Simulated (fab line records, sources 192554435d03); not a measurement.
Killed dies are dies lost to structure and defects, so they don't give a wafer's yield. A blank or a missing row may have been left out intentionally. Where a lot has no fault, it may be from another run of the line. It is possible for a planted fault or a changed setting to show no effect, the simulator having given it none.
fab line records ; flow n5_finfet
record lots=6; wafers=18; last_day=20
route steps=1938 shown BEOL_M2@870 BEOL_M4@1111 PASSIVATION@1936
lots with no fault: from the same line, run without faults
start_h: the number of hours between the record's first day and the start of the first shown wafer of the lot ; wait_h: hours from the lot's prior step to this one ; " identical to the entry in the row above ; L1.1+2: a row that stands for several wafers ; - either no value or no given start ; * or withheld: withheld ; < > ~ a bound
route shown NAME@n: NAME is a module with steps in the file, n the number in the route of the first one ; usual: mean and standard deviation over wafers with no fault ; same: alike in all rows ; chamber/n: place in a boat ; sites: the reading at each site ; _std_site: the standard deviation of these ; _edge_site: outer sites' mean less inner sites' ; radius_mm: how far each site lies from the wafer's centre ; mask NAME#n: copy n ; behind: tool/chamber where the wafer was last shaped ; hold: why the lot went on hold/how many hours it stayed there/how the hold came to an end ; device: transistor that didn't switch, given as n, p or np ; end of line: the tests these same wafers got at the end of their route ; a step without rows: its recipe alone ; killed: at the first sort, the dies lost to defects and structure; wafer yield is something else ; map: per-die view of a wafer (x killed, . not killed, _ where there is no die)
set.NAME: the setting as run; set.NAME@STEP: as run at that earlier step ; model.NAME: the simulator's own value behind a step, which no gauge read
lots at some steps of the route; a table a step, a row a wafer
services: when a tool's chamber went out of use (start_h, in hours from the record's first day, below 0 if earlier), for how many hours, and the reason
## steps
# step N5_BEOL_M2_COAT_22
# recipe resist=CAR-EUV; spin_rpm=1500; resist_thk_nm=30
# step N5_BEOL_M2_EBR_24
# recipe solvent=PGMEA; ebr_width_mm=1.5
# step N5_BEOL_M2_SOFTBAKE_23
# recipe temp_c=110; time_s=60; resist=CAR-EUV
# step N5_BEOL_M2_EXPOSE_25
# recipe mask_id=V1; na=0.33; source_shape=quasar; sigma_inner=0.2; sigma_outer=0.8; polarization=unpolarized; defocus_nm=5; dose_mj=63
# step N5_BEOL_M2_PEB_26
# recipe peb_temp_c=100; peb_time_s=60; resist=CAR-EUV
# step N5_BEOL_M2_DEVELOP_27
# recipe develop_time_s=30; developer=TMAH; resist=CAR-EUV; rinse_liquid=surfactant_rinse; dry=air_spin; dev_temp_c=23
# step N5_BEOL_M2_CD_MEAS_28
# recipe target_cd_nm=26.2; landing_energy_ev=500; detector=se_inlens; target_cd_y_nm=24.1; polarity=opening
# usual cd_nm=26.19/0.25
lot.wafer;tool;chamber;start_h;wait_h;cd_nm
L739.2;cd_sem-01;0;160.62;-;26.08
L739.3;cd_sem-01;0;160.62;-;26.15
L739.6;cd_sem-01;0;160.62;-;26.03
L746.2;cd_sem-03;0;193.65;-;25.94
L746.3;cd_sem-03;0;193.65;-;26.11
L746.5;cd_sem-03;0;193.65;-;26.13
L753.2;cd_sem-02;0;250.82;-;25.74
L753.5;cd_sem-02;0;250.82;-;26.29
L753.6;cd_sem-02;0;250.82;-;25.84
L754.3;cd_sem-01;0;253.20;-;26.59
L754.4;cd_sem-01;0;253.20;-;26.29
L754.5;cd_sem-01;0;253.20;-;26.11
L760.3;cd_sem-02;0;279.32;-;26.40
L760.5;cd_sem-02;0;279.32;-;26.08
L760.6;cd_sem-02;0;279.32;-;26.07
L761.1;cd_sem-02;0;280.54;-;26.69
L761.2;cd_sem-02;0;280.54;-;26.50
L761.4;cd_sem-02;0;280.54;-;25.91
# step N5_BEOL_M2_OVL_MEAS_29
# recipe points_per_wafer=522
# usual V1_OVL=0.3/0.72
lot.wafer;tool;chamber;start_h;wait_h;V1_OVL[nm]
L739.2;overlay-02;0;160.66;0.0;0.1
L739.3;overlay-02;0;160.66;0.0;0.9
L739.6;overlay-02;0;160.66;0.0;-0.4
L746.2;overlay-02;0;193.68;0.0;0.4
L746.3;overlay-02;0;193.68;0.0;1.2
L746.5;overlay-02;0;193.68;0.0;1.1
L753.2;overlay-01;0;250.85;0.0;0.0
L753.5;overlay-01;0;250.85;0.0;1.5
L753.6;overlay-01;0;250.85;0.0;0.3
L754.3;overlay-01;0;253.24;0.0;0.6
L754.4;overlay-01;0;253.24;0.0;-0.2
L754.5;overlay-01;0;253.24;0.0;-0.2
L760.3;overlay-02;0;279.37;0.0;-1.1
L760.5;overlay-02;0;279.37;0.0;-0.4
L760.6;overlay-02;0;279.37;0.0;-1.0
L761.1;overlay-02;0;280.57;0.0;0.4
L761.2;overlay-02;0;280.57;0.0;0.5
L761.4;overlay-02;0;280.57;0.0;0.9
# step N5_BEOL_M2_INSPECT_30
# recipe mode=adi; inspect_instrument=brightfield
# usual raw_defect_count=416/95
lot.wafer;tool;chamber;start_h;wait_h;raw_defect_count
L739.2;defect_inspect-02;-;160.71;0.0;456
L739.3;defect_inspect-02;-;160.71;0.0;444
L739.6;defect_inspect-02;-;160.71;0.0;377
L746.2;defect_inspect-01;-;193.74;0.0;494
L746.3;defect_inspect-01;-;193.74;0.0;639
L746.5;defect_inspect-01;-;193.74;0.0;466
L753.2;defect_inspect-01;-;250.91;0.0;379
L753.5;defect_inspect-01;-;250.91;0.0;260
L753.6;defect_inspect-01;-;250.91;0.0;395
L754.3;defect_inspect-01;-;253.28;0.0;363
L754.4;defect_inspect-01;-;253.28;0.0;317
L754.5;defect_inspect-01;-;253.28;0.0;377
L760.3;defect_inspect-01;-;279.41;0.0;428
L760.5;defect_inspect-01;-;279.41;0.0;305
L760.6;defect_inspect-01;-;279.41;0.0;382
L761.1;defect_inspect-01;-;280.62;0.1;431
L761.2;defect_inspect-01;-;280.62;0.1;348
L761.4;defect_inspect-01;-;280.62;0.1;269
# step N5_BEOL_M2_DESCUM_33
# recipe chemistry=O2; time_s=7; source_power_w=50; bias_power_w=20; pressure_mtorr=20; rf_frequency_hz=2.712e+07; temp_c=40; resist=CAR-EUV; o2_flow_sccm=225
# usual drypump_motor_current_A=5.8/0.5; oes_product_au=0.75/0.094; rf_vpp_V=243.3/1.5; showerhead_plenum_p_Torr=2.11/0.085; throttle_valve_pct=20.4/0.31
lot.wafer;tool;chamber;start_h;wait_h;drypump_motor_current_A;oes_product_au;rf_hours_counter_h;rf_vpp_V;showerhead_plenum_p_Torr;throttle_valve_pct
L739.2;rie_diel-06;1;160.92;0.2;5.2;0.70;191;245.2;2.19;20.5
L739.3;rie_diel-06;3;160.92;0.2;6.8;0.72;215;243.3;2.14;20.2
L739.6;rie_diel-06;1;160.92;0.2;5.2;0.70;-;243.3;2.19;20.5
L746.2;rie_diel-06;2;193.77;0.0;6.2;0.68;224;243.3;2.17;20.6
L746.3;rie_diel-06;1;193.77;0.0;5.2;0.70;201;243.0;2.18;20.6
L746.5;rie_diel-06;1;193.77;0.0;5.2;0.70;-;244.2;2.18;20.6
L753.2;rie_diel-06;0;251.38;0.5;5.9;0.72;211;243.8;2.14;20.5
L753.5;rie_diel-06;2;251.38;0.5;6.2;0.67;-;244.4;2.17;20.6
L753.6;rie_diel-06;1;251.38;0.5;5.2;0.67;-;244.3;2.18;20.6
L754.3;rie_diel-02;0;253.32;0.0;6.1;0.90;41;243.7;2.23;19.9
L754.4;rie_diel-02;1;253.32;0.0;5.5;0.70;240;244.2;2.07;20.9
L754.5;rie_diel-02;1;253.32;0.0;5.5;0.70;-;242.8;2.07;20.9
L760.3;rie_diel-03;0;279.45;0.0;4.9;0.87;37;243.3;2.05;20.1
L760.5;rie_diel-03;2;279.45;0.0;5.6;0.69;-;241.3;1.98;20.4
L760.6;rie_diel-03;3;279.45;0.0;6.1;1.00;-;244.4;2.24;20.1
L761.1;rie_diel-06;2;280.66;0.0;6.2;0.67;251;244.6;2.16;20.6
L761.2;rie_diel-06;0;280.66;0.0;5.9;0.71;222;244.1;2.14;20.5
L761.4;rie_diel-06;0;280.66;0.0;5.9;0.71;-;244.0;2.14;20.5
# step N5_BEOL_M2_ETCH_77
# recipe chemistry=N2/H2; target=underlayer; target_depth_a=65; mask_material=CAR-EUV; time_s=5.2; ion_energy_ev=200; pressure_mtorr=30; source_w=840; bias_w=150; n2_flow_sccm=200; h2_flow_sccm=200; ends=cleared
# usual drypump_motor_current_A=5.9/0.49; etch_rf_on_time_s=5.19/0.13; oes_product_au=0.64/0.082; rf_vpp_V=524.2/3; showerhead_plenum_p_Torr=2.56/0.098; throttle_valve_pct=17.9/0.35
lot.wafer;tool;chamber;start_h;wait_h;drypump_motor_current_A;etch_rf_on_time_s;oes_product_au;rf_hours_counter_h;rf_vpp_V;showerhead_plenum_p_Torr;throttle_valve_pct
L739.2;rie_diel-06;1;160.96;0.0;5.2;5.09;0.60;191;527.0;2.62;17.8
L739.3;rie_diel-06;3;160.96;0.0;6.8;5.36;0.59;215;525.6;2.62;17.9
L739.6;rie_diel-06;1;160.96;0.0;5.2;5.08;0.60;-;525.8;2.63;17.7
L746.2;rie_diel-06;2;193.81;0.0;6.2;5.27;0.59;224;527.9;2.63;18.1
L746.3;rie_diel-06;1;193.81;0.0;5.2;5.17;0.60;201;526.0;2.62;17.8
L746.5;rie_diel-06;1;193.81;0.0;5.2;5.14;0.60;-;525.9;2.62;17.8
L753.2;rie_diel-06;0;251.41;0.0;5.9;5.16;0.61;211;525.2;2.62;18.1
L753.5;rie_diel-06;2;251.41;0.0;6.2;5.31;0.57;-;526.2;2.62;18.1
L753.6;rie_diel-06;1;251.41;0.0;5.2;5.06;0.59;-;527.6;2.61;17.8
L754.3;rie_diel-02;0;253.35;0.0;6.1;5.08;0.76;41;527.4;2.70;17.2
L754.4;rie_diel-02;1;253.35;0.0;5.5;5.36;0.59;240;522.8;2.52;18.3
L754.5;rie_diel-02;1;253.35;0.0;5.5;5.37;0.60;-;523.8;2.52;18.4
L760.3;rie_diel-03;0;279.49;0.0;4.9;4.99;0.76;37;520.2;2.49;17.5
L760.5;rie_diel-03;2;279.49;0.0;5.6;5.34;0.59;-;519.0;2.41;17.9
L760.6;rie_diel-03;3;279.49;0.0;6.1;5.21;0.84;-;526.8;2.71;17.4
L761.1;rie_diel-06;2;280.69;0.0;6.1;5.31;0.56;251;526.3;2.61;18.1
L761.2;rie_diel-06;0;280.69;0.0;5.9;5.30;0.60;222;526.6;2.62;18.1
L761.4;rie_diel-06;0;280.69;0.0;5.9;5.26;0.60;-;525.7;2.62;18.1
# step N5_BEOL_M2_ETCH_69
# recipe chemistry=CF4; target=SiARC; target_depth_a=156; mask_material=CAR-EUV; time_s=26; ion_energy_ev=80; pressure_mtorr=40; source_w=545; bias_w=36; Ar_flow_sccm=100; cf4_flow_sccm=100; ends=cleared
# usual drypump_motor_current_A=5.8/0.49; etch_rf_on_time_s=25.9/0.63; oes_product_au=0.64/0.082; rf_vpp_V=184.1/1.3; showerhead_plenum_p_Torr=2.15/0.078; throttle_valve_pct=15.6/0.31
lot.wafer;tool;chamber;start_h;wait_h;drypump_motor_current_A;etch_rf_on_time_s;oes_product_au;rf_hours_counter_h;rf_vpp_V;showerhead_plenum_p_Torr;throttle_valve_pct
L739.2;rie_diel-06;1;160.97;0.0;5.2;25.8;0.60;191;186.2;2.22;15.7
L739.3;rie_diel-06;3;160.97;0.0;6.8;27.1;0.60;215;186.0;2.22;15.7
L739.6;rie_diel-06;1;160.97;0.0;5.2;25.6;0.60;-;184.7;2.22;15.7
L746.2;rie_diel-06;2;193.82;0.0;6.2;26.9;0.58;224;183.8;2.19;15.6
L746.3;rie_diel-06;1;193.82;0.0;5.2;25.7;0.60;201;185.4;2.21;15.7
L746.5;rie_diel-06;1;193.82;0.0;5.2;25.7;0.60;-;186.2;2.21;15.7
L753.2;rie_diel-06;0;251.43;0.0;5.9;26.2;0.61;211;183.9;2.20;15.8
L753.5;rie_diel-06;2;251.43;0.0;6.1;26.8;0.56;-;185.8;2.18;15.7
L753.6;rie_diel-06;1;251.43;0.0;5.2;25.6;0.59;-;184.6;2.21;15.7
L754.3;rie_diel-02;0;253.37;0.0;6.1;25.0;0.77;41;186.4;2.26;15.0
L754.4;rie_diel-02;1;253.37;0.0;5.5;26.5;0.60;240;182.6;2.10;16.0
L754.5;rie_diel-02;1;253.37;0.0;5.5;26.5;0.59;-;183.5;2.10;16.0
L760.3;rie_diel-03;0;279.50;0.0;4.9;24.9;0.75;37;181.7;2.11;15.3
L760.5;rie_diel-03;2;279.50;0.0;5.6;26.3;0.59;-;182.2;2.04;15.7
L760.6;rie_diel-03;3;279.50;0.0;6.1;25.5;0.85;-;186.0;2.27;15.1
L761.1;rie_diel-06;2;280.71;0.0;6.2;26.4;0.57;251;183.8;2.18;15.7
L761.2;rie_diel-06;0;280.71;0.0;5.9;26.4;0.60;222;185.9;2.20;15.8
L761.4;rie_diel-06;0;280.71;0.0;5.9;26.2;0.60;-;184.4;2.20;15.8
# step N5_BEOL_M2_ALD_98
# recipe material=SiO2; target_thk_a=25; temp_c=100; ald_precursor_family=BDEAS; ald_co_reactant=O2-plasma; pulse_time_s=1; co_reactant_pulse_time_s=1; purge_time_s=2; co_reactant_purge_time_s=2; ald_cycles=17; pressure_torr=2
# usual heater_power_w=80/7.5; precursor_pulse_height_rel=0.999/0.02; susceptor_temp_C=100.01/0.13
# same ald_cycles=17
lot.wafer;tool;chamber;start_h;wait_h;heater_power_w;precursor_pulse_height_rel;susceptor_temp_C
L739.2;ald_sin-03;3;161.05;0.1;72;1.002;100.09
L739.3;ald_sin-03;2;161.05;0.1;88;1.028;99.94
L739.6;ald_sin-03;1;161.05;0.1;85;0.979;99.86
L746.2;ald_sin-04;1;194.09;0.2;85;0.960;100.24
L746.3;ald_sin-04;3;194.09;0.2;67;0.986;99.84
L746.5;ald_sin-04;1;194.09;0.2;87;0.998;99.97
L753.2;ald_sin-03;3;251.51;0.1;80;0.961;103.49
L753.5;ald_sin-03;1;251.51;0.1;89;0.986;103.66
L753.6;ald_sin-03;0;251.51;0.1;72;1.028;103.73
L754.3;ald_sin-03;3;253.68;0.3;80;0.978;103.44
L754.4;ald_sin-03;2;253.68;0.3;94;0.983;103.73
L754.5;ald_sin-03;1;253.68;0.3;89;1.045;103.70
L760.3;ald_sin-04;1;279.59;0.1;86;1.017;100.04
L760.5;ald_sin-04;2;279.59;0.1;82;0.970;99.77
L760.6;ald_sin-04;1;279.59;0.1;89;1.027;100.09
L761.1;ald_sin-04;1;280.92;0.2;89;0.997;100.03
L761.2;ald_sin-04;2;280.92;0.2;84;1.010;100.16
L761.4;ald_sin-04;0;280.92;0.2;75;0.996;99.88
# step N5_BEOL_M2_ETCHBACK_99
# recipe chemistry=CHF3; target=SiO2; target_depth_a=50; time_s=10.4; source_w=215; bias_w=47; Ar_flow_sccm=200; CHF3_flow_sccm=12; ion_energy_ev=100; pressure_mtorr=30
# usual drypump_motor_current_A=5.8/0.49; oes_product_au=0.76/0.095; rf_vpp_V=240/4.7; showerhead_plenum_p_Torr=2.15/0.095; throttle_valve_pct=17.0/0.31
lot.wafer;tool;chamber;start_h;wait_h;drypump_motor_current_A;oes_product_au;rf_hours_counter_h;rf_vpp_V;showerhead_plenum_p_Torr;throttle_valve_pct
L739.2;rie_diel-06;2;174.56;13.5;6.2;0.68;218;246;2.20;17.1
L739.3;rie_diel-06;0;174.56;13.5;5.9;0.73;185;250;2.21;17.1
L739.6;rie_diel-06;0;174.56;13.5;5.9;0.74;-;252;2.21;17.1
L746.2;rie_diel-03;2;199.14;5.0;5.6;0.71;183;232;2.03;17.0
L746.3;rie_diel-03;3;199.14;5.0;6.1;0.67;238;240;2.03;17.0
L746.5;rie_diel-03;0;199.14;5.0;4.9;0.95;-;239;2.12;16.7
L753.2;rie_diel-06;3;254.64;3.1;6.8;0.69;245;243;2.22;17.2
L753.5;rie_diel-06;2;254.64;3.1;6.1;0.66;-;245;2.19;17.1
L753.6;rie_diel-06;3;254.64;3.1;6.8;0.68;-;244;2.22;17.1
L754.3;rie_diel-03;1;258.05;4.3;5.9;0.76;191;241;2.24;17.6
L754.4;rie_diel-03;2;258.05;4.3;5.6;0.70;-;232;2.03;17.0
L754.5;rie_diel-03;1;258.05;4.3;5.9;0.76;-;240;2.24;17.6
L760.3;rie_diel-02;0;282.95;3.3;6.1;0.88;54;245;2.29;16.6
L760.5;rie_diel-02;0;282.95;3.3;6.1;0.88;-;244;2.29;16.6
L760.6;rie_diel-02;2;282.95;3.3;5.2;0.93;-;241;2.12;16.8
L761.1;rie_diel-03;1;299.61;18.6;5.9;0.74;207;241;2.23;17.6
L761.2;rie_diel-03;3;299.61;18.6;6.1;0.96;10;245;2.28;16.6
L761.4;rie_diel-03;2;299.61;18.6;5.6;0.70;221;231;2.02;17.0
# step N5_BEOL_M4_RC_MEAS_101
# usual DIBL_N=36.3/1.6; DIBL_P=36.4/2.1; IOFF_N=0.16/0.032; IOFF_P=0.22/0.044; ION_N=675/12; ION_P=463/8.3; SS_N=71.6/0.64; SS_P=73.3/0.67; VT_N=250/3.3; VT_P=-250/3.7
lot.wafer;tool;chamber;start_h;wait_h;DIBL_N[mV/V];DIBL_P[mV/V];IOFF_N[nA/um];IOFF_P[nA/um];ION_N[uA/um];ION_P[uA/um];SS_N[mV/dec];SS_P[mV/dec];VT_N[mV];VT_P[mV]
L739.2;prober-01;0;227.55;0.2;36.0;36.3;0.17;0.22;677;463;72.1;73.3;249;-250
L739.3;prober-01;0;227.55;0.2;34.7;34.8;0.14;0.20;658;457;70.6;73.0;251;-252
L739.6;prober-01;0;227.55;0.2;37.1;37.8;0.19;0.25;683;473;72.3;73.5;248;-247
L746.2;prober-01;0;254.86;0.2;37.6;37.0;0.17;0.28;682;475;72.1;72.7;250;-244
L746.3;prober-01;0;254.86;0.2;40.7;41.1;0.23;0.41;683;480;73.0;75.3;246;-240
L746.5;prober-01;0;254.86;0.2;37.5;37.5;0.17;0.29;677;472;72.6;73.3;248;-242
L753.2;prober-02;0;306.26;0.9;34.9;36.5;0.16;0.22;686;473;71.5;73.9;248;-252
L753.5;prober-02;0;306.26;0.9;33.3;33.8;0.12;0.18;653;452;71.9;72.8;255;-253
L753.6;prober-02;0;306.26;0.9;33.3;33.3;0.12;0.18;662;456;70.7;73.7;254;-251
L754.3;prober-02;0;310.25;0.3;34.7;33.3;0.13;0.18;667;459;71.3;72.8;248;-253
L754.4;prober-02;0;310.25;0.3;35.7;34.1;0.14;0.19;667;460;71.6;73.3;252;-253
L754.5;prober-02;0;310.25;0.3;34.7;33.7;0.14;0.19;689;471;70.9;72.8;251;-253
L760.3;prober-02;0;354.79;0.3;38.2;40.3;0.19;0.23;686;464;72.5;74.5;246;-249
L760.5;prober-02;0;354.79;0.3;33.0;33.1;0.10;0.13;661;447;71.4;71.3;259;-259
L760.6;prober-02;0;354.79;0.3;36.2;37.2;0.14;0.18;674;456;71.7;73.7;252;-254
L761.1;prober-01;0;381.10;0.0;36.1;35.0;0.16;0.21;677;464;72.1;72.6;251;-249
L761.2;prober-01;0;381.10;0.0;37.0;36.6;0.17;0.23;676;468;72.2;73.1;249;-247
L761.4;prober-01;0;381.10;0.0;36.2;36.2;0.16;0.23;686;473;71.7;72.7;248;-250
# step N5_PASSIVATION_PROBE_49
# usual defect_limited_yield=91.4/1.2; killed_at_M0_to_M3=35/11; killed_at_M4_up=14/6; killed_at_contacts=12/6.7; killed_at_front_end=37/9.7; killed_at_other=3.5/2.5; killed_dies=102/15; killed_on_rim=13/3.6; killed_open=67/12; killed_short=33/7.3; sort_bin_5_function=5.1/0.81; sort_bin_6_memory=3.2/0.65; sort_n_pass=1078/15; sort_yield_pct=91.4/1.2
# same gross_dies=1180; killed_at_back_side=0; sort_bin_4_leakage[%]=0; sort_bin_8_speed[%]=0
lot.wafer;tool;chamber;start_h;wait_h;defect_limited_yield[%];killed_at_M0_to_M3;killed_at_M4_up;killed_at_contacts;killed_at_front_end;killed_at_other;killed_dies;killed_on_rim;killed_open;killed_short;sort_bin_5_function[%];sort_bin_6_memory[%];sort_n_pass;sort_yield_pct[%]
L739.2;prober-01;-;356.75;0.1;91.9;24;22;11;31;7;95;15;61;34;5.0;2.7;1085;91.9
L739.3;prober-01;-;356.80;0.1;93.1;20;8;16;31;6;81;12;48;30;4.0;2.5;1099;93.1
L739.6;prober-01;-;356.95;0.3;90.5;23;14;17;50;8;112;14;75;32;6.0;3.1;1068;90.5
L746.3;prober-01;-;372.87;0.1;91.4;38;10;11;43;0;102;17;68;32;5.5;2.9;1078;91.4
L746.5;prober-01;-;372.97;0.2;90.7;56;11;8;33;2;110;8;74;36;5.6;3.6;1070;90.7
L753.2;prober-01;-;416.32;0.1;89.4;36;7;25;52;5;125;14;97;28;6.7;3.8;1055;89.4
L753.5;prober-01;-;416.47;0.2;91.0;30;10;11;51;4;106;12;78;26;5.4;3.3;1074;91.0
L753.6;prober-01;-;416.52;0.3;90.7;46;16;16;26;6;110;11;79;29;5.1;4.2;1070;90.7
L754.3;prober-01;-;422.11;0.1;91.2;42;15;9;34;4;104;13;63;37;5.5;2.9;1076;91.2
L754.4;prober-01;-;422.16;0.2;90.6;33;24;15;38;1;111;10;79;29;5.8;3.3;1069;90.6
# killed by level:class
L739.2 BEOL_M4:geometric_particle:open=15 MOL_CONTACT_COAG:geometric_particle:open=9 FIN_SAQP:geometric_particle:short=8 STI_FIN_REVEAL:geometric_particle:open=6 BEOL_M1:geometric_particle:open=6 BEOL_M0_SAQP:geometric_particle:short=5 FIN_SAQP:geometric_particle:open=3 BEOL_M2:geometric_particle:open=3
L739.3 MOL_CONTACT_COAG:geometric_particle:open=15 FIN_SAQP:geometric_particle:short=10 GATE_CUT:geometric_particle:short=6 FIN_SAQP:geometric_particle:open=5 BEOL_M1:geometric_particle:open=5 DUMMY_GATE:geometric_particle:open=4 BEOL_M2:geometric_particle:short=3 BEOL_M2:geometric_particle:open=3
L739.6 MOL_CONTACT_COAG:geometric_particle:open=14 STI_FIN_REVEAL:geometric_particle:open=13 FIN_SAQP:geometric_particle:open=9 FIN_SAQP:geometric_particle:short=7 BEOL_M1:geometric_particle:open=6 DUMMY_GATE:geometric_particle:open=4 BEOL_M0_SAQP:geometric_particle:short=4 BEOL_M3:geometric_particle:open=4
L746.3 BEOL_M0_SAQP:geometric_particle:open=14 STI_FIN_REVEAL:geometric_particle:open=11 FIN_SAQP:geometric_particle:open=10 MOL_CONTACT_COAG:geometric_particle:open=8 BEOL_M0_SAQP:geometric_particle:short=8 FIN_SAQP:geometric_particle:short=6 BEOL_M1:geometric_particle:open=6 DUMMY_GATE:geometric_particle:open=4
L746.5 BEOL_M0_SAQP:geometric_particle:short=15 STI_FIN_REVEAL:geometric_particle:open=14 BEOL_M2:geometric_particle:open=10 BEOL_M0_SAQP:geometric_particle:open=8 MOL_CONTACT_COAG:geometric_particle:open=8 FIN_SAQP:geometric_particle:short=6 BEOL_M3:geometric_particle:short=6 BEOL_M0:geometric_particle:open=5
L753.2 MOL_CONTACT_COAG:geometric_particle:open=21 FIN_SAQP:geometric_particle:open=15 STI_FIN_REVEAL:geometric_particle:open=13 BEOL_M0_SAQP:geometric_particle:open=9 BEOL_M1:geometric_particle:open=8 BEOL_M2:geometric_particle:open=8 FIN_SAQP:geometric_particle:short=6 MOL_CONTACT_COAG:geometric_particle:short=4
L753.5 FIN_SAQP:geometric_particle:open=18 STI_FIN_REVEAL:geometric_particle:open=18 MOL_CONTACT_COAG:geometric_particle:open=11 BEOL_M0_SAQP:geometric_particle:short=11 BEOL_M0_SAQP:geometric_particle:open=9 FIN_SAQP:geometric_particle:short=7 BEOL_M2:geometric_particle:open=4 BEOL_M4:geometric_particle:open=4
L753.6 MOL_CONTACT_COAG:geometric_particle:open=12 BEOL_M0_SAQP:geometric_particle:open=12 BEOL_M0_SAQP:geometric_particle:short=10 BEOL_M2:geometric_particle:open=9 BEOL_M4:geometric_particle:open=8 STI_FIN_REVEAL:geometric_particle:open=7 BEOL_M3:geometric_particle:open=6 GATE_CUT:geometric_particle:open=4
L754.3 BEOL_M0_SAQP:geometric_particle:short=15 BEOL_M0_SAQP:geometric_particle:open=13 STI_FIN_REVEAL:geometric_particle:open=11 BEOL_M1:geometric_particle:open=7 FIN_SAQP:geometric_particle:short=6 MOL_CONTACT_COAG:geometric_particle:open=6 BEOL_M5:geometric_particle:open=5 DUMMY_GATE:geometric_particle:open=3
L754.4 STI_FIN_REVEAL:geometric_particle:open=15 MOL_CONTACT_COAG:geometric_particle:open=12 BEOL_M5:geometric_particle:open=8 BEOL_M0_SAQP:geometric_particle:short=7 BEOL_M2:geometric_particle:open=7 FIN_SAQP:geometric_particle:open=6 BEOL_M1:geometric_particle:open=6 BEOL_M4:geometric_particle:open=6
## services
tool;chamber;start_h;hours;kind
rie_diel-03;0;163.82;-;clean
rie_diel-03;0;163.82;-;consumable_replace:focus_ring
rie_diel-03;0;163.82;23.9;scheduled_down
rie_diel-03;0;163.82;23.9;vent_cycle
rie_diel-02;2;187.41;4.7;repair
ald_sin-03;2;191.18;3.0;repair
rie_diel-06;2;204.99;5.7;repair
rie_diel-02;0;209.63;4.7;repair
rie_diel-02;2;215.22;8.0;repair
rie_diel-03;2;232.24;9.5;repair
rie_diel-06;-;234.94;0.5;repair
rie_diel-03;3;245.80;5.4;repair
ald_sin-04;2;248.89;8.2;repair
rie_diel-03;3;251.28;-;clean
ald_sin-03;0;252.23;4.6;repair
ald_sin-03;-;268.25;14.0;pm
rie_diel-06;3;268.66;-;clean
rie_diel-06;3;268.66;-;consumable_replace:focus_ring
rie_diel-06;3;268.66;20.6;scheduled_down
rie_diel-06;3;268.66;20.6;vent_cycle
rie_diel-06;2;289.23;-;clean
rie_diel-06;2;289.23;-;consumable_replace:focus_ring
rie_diel-06;2;289.23;18.8;scheduled_down
rie_diel-06;2;289.23;18.8;vent_cycle
## key
first_sign step=N5_BEOL_M2_ALD_98; reading=susceptor_temp_C; direction=up; sigmas=28; usual=*; struck=*
effect none on later readings
met_at N5_BEOL_M2_ALD_98
struck_wafers L753.2,L753.5,L753.6,L754.3,L754.4,L754.5
onset_between 161.05 251.51
fault kind=process_parameter_drift; tool=ald_sin-03; chamber=-; onset_h=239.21; steps=N5_BEOL_M2_ALD_98; channel=temp_c; offset=*; shape=step; end_h=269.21; acts_in=*; stated=*
